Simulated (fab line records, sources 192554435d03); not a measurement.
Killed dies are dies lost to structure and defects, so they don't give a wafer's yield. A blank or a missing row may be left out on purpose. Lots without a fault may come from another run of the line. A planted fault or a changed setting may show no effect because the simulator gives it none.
fab line records | flow n5_finfet
record lots=11 wafers=28 last_day=18
route steps=1938 shown GATE_CUT@504 BEOL_M4@1111
lots that met no fault: from a run of the same line without faults
start_h: hours from the record's first day to the start of the lot's first wafer shown | wait_h: hours since the lot's step before | " the same as in the row above | L1.1+2: a row that stands for several wafers | - no value, or no start given | * or withheld: withheld | < > ~ a bound
route shown NAME@n: a module of which the file shows steps, and the number in the route of the first | usual: mean/standard deviation of fault-free wafers | same: alike in all rows | chamber/n: place in a boat | sites: the reading at each site | _std_site: their standard deviation | _edge_site: outer sites' mean less inner sites' | radius_mm: how far each site lies from the wafer's centre | mask NAME#n: copy n | behind: the tool/chamber that last shaped the wafer | hold: why the lot was held/for how many hours/how that ended | device: the transistor (n, p or np) that didn't switch | end of line: the same wafers' tests at the end of the route | a step without rows: its recipe alone | killed: dies lost to structure and defects at the first sort, not the wafer's yield | map: a wafer's dies, x killed, . not, _ none there
set.NAME: the setting as run; set.NAME@STEP: as run at that earlier step | model.NAME: the simulator's own value behind a step, which no gauge read
steps of the route over a sample of lots; a table a step, a row a wafer
services: from which hour (start_h, from the record's first day; less than 0 if before it) a tool's chamber was out of use, for how many hours, and why
## steps
# step N5_GATE_CUT_VAPOR_ETCH_48
# recipe chemistry=BCl3/Cl2 target=TiN mode=isotropic
# usual drypump_motor_current_A=5.8/0.51 oes_product_au=0.71/0.11
# columns lot.wafer tool chamber start_h wait_h drypump_motor_current_A oes_product_au
L690.1 rie_metal-01 0 101.97 0.0 4.9 0.66
L690.4 " 1 " " 5.8 0.83
L690.5 " 0 " " 4.9 0.66
L695.1 rie_metal-03 0 134.11 0.0 5.9 0.66
L695.4 " 0 " " 5.9 0.66
L695.5 " 1 " " 5.4 0.89
L698.1 rie_metal-02 0 152.10 0.0 6.5 0.62
L698.3 " 1 " " 6.1 0.60
L698.6 " 1 " " 6.2 0.61
L700.1 rie_metal-02 0 166.27 0.0 6.5 0.62
L700.2 " 1 " " 6.2 0.62
L700.5 " 0 " " 6.5 0.63
L701.3 rie_metal-01 0 166.98 0.0 4.8 0.66
L701.4 " 1 " " 5.8 0.81
L701.5 " 0 " " 4.8 0.66
L702.3 rie_metal-02 0 174.41 0.0 6.5 0.62
L702.5 " 0 " " 6.5 0.62
L703.5 rie_metal-02 0 182.65 0.0 6.5 0.61
L703.6 " 1 " " 6.2 0.61
L706.4 rie_metal-01 0 200.37 0.0 4.8 0.65
L706.6 " 0 " " 4.8 0.65
L707.3 rie_metal-01 1 208.16 0.0 5.8 0.80
L709.2 rie_metal-03 0 217.76 0.0 5.9 0.66
L709.3 " 1 " " 5.4 0.88
L709.4 " 0 " " 5.9 0.65
L710.1 rie_metal-03 1 227.20 0.0 5.4 0.87
L710.3 " 1 " " 5.4 0.87
L710.6 " 1 " " 5.4 0.87
# step N5_GATE_CUT_ALD_22
# recipe material=SiNx target_thk_a=160 temp_c=400 ald_precursor_family=SiH2I2 ald_co_reactant=N2/H2-plasma pulse_time_s=1 ald_cycles=320 purge_time_s=2 co_reactant_purge_time_s=2 pressure_torr=2
# usual ald_cycles=320/0 heater_power_w=856/91 precursor_pulse_height_rel=1.000/0.022
# columns lot.wafer tool chamber start_h wait_h ald_cycles heater_power_w precursor_pulse_height_rel
L690.1 ald_sin-03 1 102.23 0.0 320 860 1.007
L690.4 " 2 " " 320 775 1.020
L690.5 " 3 " " 320 858 1.010
L695.1 ald_sin-03 2 134.42 0.0 320 779 1.002
L695.4 " 1 " " 320 831 0.991
L695.5 " 3 " " 320 857 0.999
L698.1 ald_sin-01 1 152.38 0.0 320 890 0.977
L698.3 " 2 " " 320 859 0.978
L698.6 " 0 " " 320 917 1.035
L700.1 ald_sin-02 0 166.54 0.0 320 819 1.002
L700.2 " 1 " " 320 1006 1.031
L700.5 " 3 " " 320 736 1.024
L701.3 ald_sin-01 1 167.64 0.4 320 884 0.980
L701.4 " 2 " " 320 847 1.007
L701.5 " 2 " " 320 864 0.963
L702.3 ald_sin-02 1 174.83 0.0 320 1007 1.016
L702.5 " 1 " " 200 996 1.007
L703.5 ald_sin-02 0 183.62 0.8 200 816 1.041
L703.6 " 3 " " 320 732 0.996
L706.4 ald_sin-02 3 200.62 0.0 200 724 0.999
L706.6 " 0 " " 320 803 0.997
L707.3 ald_sin-02 3 208.42 0.0 320 753 0.979
L709.2 ald_sin-01 1 218.02 0.0 320 879 1.017
L709.3 " 0 " " 320 920 1.040
L709.4 " 2 " " 320 835 1.008
L710.1 ald_sin-01 0 227.60 0.2 320 928 0.989
L710.3 " 3 " " 320 842 0.978
L710.6 " 3 " " 320 854 0.978
# step N5_GATE_CUT_CMP_43
# recipe material=SiO2 post_cmp_clean=rinse_only
# usual motor_current_A=11.9/1.1
# columns lot.wafer tool chamber start_h wait_h motor_current_A
L690.4 cmp-02 3 104.19 0.2 10.7
L690.1 " 1 " " 13.2
L690.5 " 2 " " 12.8
L695.1 cmp-04 1 136.31 0.1 13.9
L695.4 " 2 " " 13.2
L695.5 " 1 " " 13.6
L698.3 cmp-04 0 154.19 0.0 11.1
L698.1 " 3 " " 11.2
L698.6 " 0 " " 11.3
L700.1 cmp-01 3 168.43 0.1 12.2
L700.2 " 0 " " 12.1
L700.5 " 3 " " 12.9
L701.3 cmp-02 1 169.45 0.0 12.8
L701.4 " 0 " " 10.9
L701.5 " 2 " " 13.2
L702.3 cmp-01 0 176.88 0.3 11.8
L702.5 " 1 " " 10.3
L703.5 cmp-01 0 185.02 0.3 11.6
L703.6 " 1 " " 10.6
L706.4 cmp-02 2 202.44 0.0 13.6
L706.6 " 3 " " 11.4
L707.3 cmp-04 1 210.46 0.3 13.9
L709.3 cmp-04 1 219.92 0.1 14.4
L709.4 " 2 " " 12.3
L709.2 " 3 " " 11.0
L710.3 cmp-04 1 229.49 0.1 13.8
L710.1 " 3 " " 11.3
L710.6 " 1 " " 14.3
# step N5_GATE_CUT_INSPECT_26
# recipe inspect_instrument=darkfield mode=post_cmp
# usual raw_defect_count=44/19
# columns lot.wafer tool chamber start_h wait_h raw_defect_count
L690.1 defect_inspect-01 - 104.82 0.0 40
L690.4 " - " " 50
L690.5 " - " " 50
L695.1 defect_inspect-01 - 136.95 0.0 60
L695.4 " - " " 55
L695.5 " - " " 30
L698.1 defect_inspect-01 - 154.90 0.0 32
L698.3 " - " " 45
L698.6 " - " " 18
L700.1 defect_inspect-01 - 169.06 0.0 25
L700.2 " - " " 43
L700.5 " - " " 71
L701.3 defect_inspect-01 - 170.16 0.0 33
L701.4 " - " " 29
L701.5 " - " " 37
L702.3 defect_inspect-02 - 177.36 0.0 55
L702.5 " - " " 34
L703.5 defect_inspect-02 - 185.42 0.0 70
L703.6 " - " " 55
L706.4 defect_inspect-02 - 203.15 0.0 32
L706.6 " - " " 58
L707.3 defect_inspect-01 - 211.01 0.0 31
L709.2 defect_inspect-01 - 220.55 0.0 17
L709.3 " - " " 17
L709.4 " - " " 34
L710.1 defect_inspect-02 - 230.12 0.0 18
L710.3 " - " " 34
L710.6 " - " " 32
# step N5_BEOL_M4_RC_MEAS_101
# usual DIBL_N=37.5/2.5 DIBL_P=38/3.1 IOFF_N=0.19/0.059 IOFF_P=0.24/0.061 ION_N=679/16 ION_P=465/9.8 SS_N=72.0/0.8 SS_P=73.7/0.86 VT_N=248/4.5 VT_P=-249/3.5
# columns lot.wafer tool chamber start_h wait_h DIBL_N[mV/V] DIBL_P[mV/V] IOFF_N[nA/um] IOFF_P[nA/um] ION_N[uA/um] ION_P[uA/um] SS_N[mV/dec] SS_P[mV/dec] VT_N[mV] VT_P[mV]
L690.1 prober-01 0 188.43 0.0 35.7 36 0.15 0.19 673 458 71.9 72.4 253 -250
L690.4 " 0 " " 33.3 34 0.11 0.17 651 455 70.6 71.8 255 -253
L690.5 " 0 " " 37.1 38 0.18 0.24 669 461 71.6 73.8 248 -249
L695.1 prober-01 0 237.18 0.1 34.4 35 0.10 0.16 657 453 70.8 73.2 260 -253
L695.4 " 0 " " 38.7 39 0.18 0.24 673 467 71.8 74.1 247 -249
L695.5 " 0 " " 37.1 37 0.14 0.20 651 452 71.5 73.1 252 -251
L698.1 prober-02 0 252.06 0.0 39.0 40 0.23 0.28 694 469 71.8 73.5 244 -247
L698.3 " 0 " " 36.6 38 0.17 0.24 672 463 71.9 73.4 249 -248
L698.6 " 0 " " 42.2 45 0.37 0.43 714 484 72.8 74.8 238 -242
L700.1 prober-02 0 257.03 0.0 37.5 37 0.20 0.30 706 489 70.9 73.4 242 -244
L700.2 " 0 " " 36.4 34 0.16 0.23 689 470 72.0 72.9 249 -248
L700.5 " 0 " " 36.5 35 0.18 0.26 684 479 71.7 72.7 249 -244
L702.3 prober-01 0 258.38 0.3 39.4 43 0.25 0.32 690 468 71.7 75.0 246 -244
L702.5 " 0 " " 39.4 43 0.26 0.32 686 470 72.6 74.6 243 -246
L701.3 prober-02 0 259.21 0.3 35.8 36 0.13 0.21 659 465 71.9 73.3 256 -249
L701.4 " 0 " " 36.5 37 0.14 0.21 658 455 71.5 73.3 252 -250
L701.5 " 0 " " 38.3 38 0.19 0.27 682 471 72.0 74.3 248 -248
L703.5 prober-02 0 263.29 0.6 36.4 37 0.15 0.20 679 466 72.0 73.8 252 -252
L703.6 " 0 " " 37.9 40 0.19 0.24 689 471 72.1 74.0 248 -248
L706.4 prober-02 0 288.30 0.5 35.7 34 0.16 0.21 667 462 71.5 73.3 249 -250
L706.6 " 0 " " 37.4 36 0.20 0.24 685 466 72.0 73.8 244 -250
L707.3 prober-02 0 310.66 0.3 40.5 38 0.23 0.26 684 465 72.7 73.8 246 -249
L709.2 prober-02 0 312.12 0.2 37.5 39 0.18 0.22 679 466 72.5 73.7 251 -252
L709.3 " 0 " " 34.7 35 0.13 0.17 673 459 71.5 73.4 254 -252
L709.4 " 0 " " 37.5 40 0.19 0.26 677 463 72.1 74.5 248 -249
L710.1 prober-02 0 317.13 0.0 36.5 37 0.18 0.22 681 462 72.6 73.0 250 -249
L710.3 " 0 " " 36.5 39 0.19 0.27 690 476 72.7 74.0 247 -247
L710.6 " 0 " " 36.0 37 0.15 0.20 677 461 72.3 73.7 253 -253
## services
# columns tool chamber start_h hours kind
rie_metal-03 - 80.31 1.4 pm
ald_sin-03 - 86.14 14.0 pm
rie_metal-03 0 93.66 10.2 repair
cmp-02 - 100.91 0.9 repair
cmp-04 - 103.11 7.6 pm
cmp-04 - 110.72 5.7 pm
cmp-01 - 113.30 4.0 pm
cmp-01 - 119.88 1.6 repair
cmp-02 - 120.40 0.7 repair
rie_metal-01 - 120.43 0.8 repair
cmp-02 - 133.65 3.4 pm
ald_sin-02 2 140.54 34.7 repair
rie_metal-03 - 140.87 57.9 repair
rie_metal-02 0 145.50 5.4 repair
cmp-02 - 154.38 4.4 repair
ald_sin-01 3 170.45 13.0 repair
ald_sin-02 - 187.18 6.0 pm
cmp-01 - 200.65 0.3 repair
cmp-01 - 203.69 1.4 repair
ald_sin-01 2 205.75 6.1 repair
cmp-04 - 214.51 0.7 repair
ald_sin-01 1 221.23 11.0 repair
cmp-02 - 225.93 1.8 repair
cmp-02 - 229.14 4.0 pm
## key
first_sign step=N5_GATE_CUT_ALD_22 reading=ald_cycles direction=down sigmas=99+ usual=* struck=*
effect none on later readings
met_at N5_GATE_CUT_ALD_22
struck_lots L702,L703,L706
struck_wafers L702.5,L703.5,L706.4
not_acting_at N5_GATE_CUT_VAPOR_ETCH_48,N5_GATE_CUT_CMP_43,N5_GATE_CUT_INSPECT_26
onset_between 166.54 174.83
fault kind=process_parameter_drift tool=ald_sin-02 chamber=- onset_h=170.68 steps=N5_GATE_CUT_ALD_22 channel=ald_cycles offset=* shape=step end_h=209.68 scope=struck_wafers_only acts_in=* stated=*
